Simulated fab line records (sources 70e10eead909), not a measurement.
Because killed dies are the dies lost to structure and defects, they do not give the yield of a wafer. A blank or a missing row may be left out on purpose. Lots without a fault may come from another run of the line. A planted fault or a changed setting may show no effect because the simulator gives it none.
Chamber matching | flow nandHarc | 4 sister chambers for NHARC_P_ZERO_WELL_DESCUM_39 on rieDiel-13
The step chemistry O2, time 3 s. 14 wafers are shown with their chamber, then 7 later ones without.

EACH WAFER AND ITS CHAMBER
wafer  | chamber | showerheadPlenumPTorr (Torr) | oesProductAu (a.u.) | throttleValvePct (%)
L079.2 | 0       | 1.88                         | 0.993               | 11.305
L079.4 | 2       | 1.96                         | 1.019               | 11.323
L079.6 | 2       | 1.96                         | 1.003               | 11.316
L081.1 | 1       | 1.80                         | 1.007               | 11.305
L081.5 | 3       | 1.82                         | 0.997               | 11.315
L081.6 | 2       | 1.96                         | 1.000               | 11.324
L084.1 | 2       | 1.95                         | 1.002               | 11.324
L084.3 | 1       | 1.80                         | 1.000               | 11.311
L084.5 | 1       | 1.80                         | 1.013               | 11.310
L085.2 | 0       | 1.88                         | 0.999               | 11.328
L085.4 | 3       | 1.82                         | 1.002               | 11.306
L085.5 | 0       | 1.87                         | 0.987               | 11.303
L086.1 | 2       | 1.95                         | 0.988               | 11.297
L086.5 | 1       | 1.80                         | 1.005               | 11.309

SIGNATURES (averages over the wafers above)
reading               | chamber 0 | chamber 1 | chamber 2 | chamber 3 | scatter within a chamber
showerheadPlenumPTorr | 1.8767    | 1.8000    | 1.9560    | 1.8200    | 0.00432
oesProductAu          | 0.99300   | 1.00625   | 1.00240   | 0.99950   | 0.00813
throttleValvePct      | 11.31200  | 11.30875  | 11.31680  | 11.31050  | 0.00991
Rule: distance of a wafer from a chamber = root of the sum over the readings of ((wafer's reading minus chamber's mean) / reading's scatter) squared. If the next closest chamber is less than 2 further off than the closest, the wafer can't be placed; otherwise it belongs to the closest. How the scatter is found: for the shown wafers, subtract from each reading the mean of its chamber, square and add these, divide the total by (wafers less chambers), then take the root.

WAFERS WITH NO CHAMBER GIVEN
wafer  | showerheadPlenumPTorr (Torr) | oesProductAu (a.u.) | throttleValvePct (%)
L086.6 | 1.95                         | 1.002               | 11.307
L087.1 | 1.82                         | 1.000               | 11.304
L087.3 | 1.87                         | 0.993               | 11.319
L087.5 | 1.95                         | 1.007               | 11.308
L088.2 | 1.95                         | 1.016               | 11.315
L088.4 | 1.79                         | 1.003               | 11.303
L088.6 | 1.79                         | 1.009               | 11.315

WHICH CHAMBER EACH ONE RAN IN
wafer  | from the rows above | in truth
L086.6 | 2                   | 2
L087.1 | 3                   | 3
L087.3 | 0                   | 0
L087.5 | 2                   | 2
L088.2 | 2                   | 2
L088.4 | 1                   | 1
L088.6 | 1                   | 1
Placed correctly: 7 of 7. Not placeable from these rows: 0. Wrongly placed: 0.
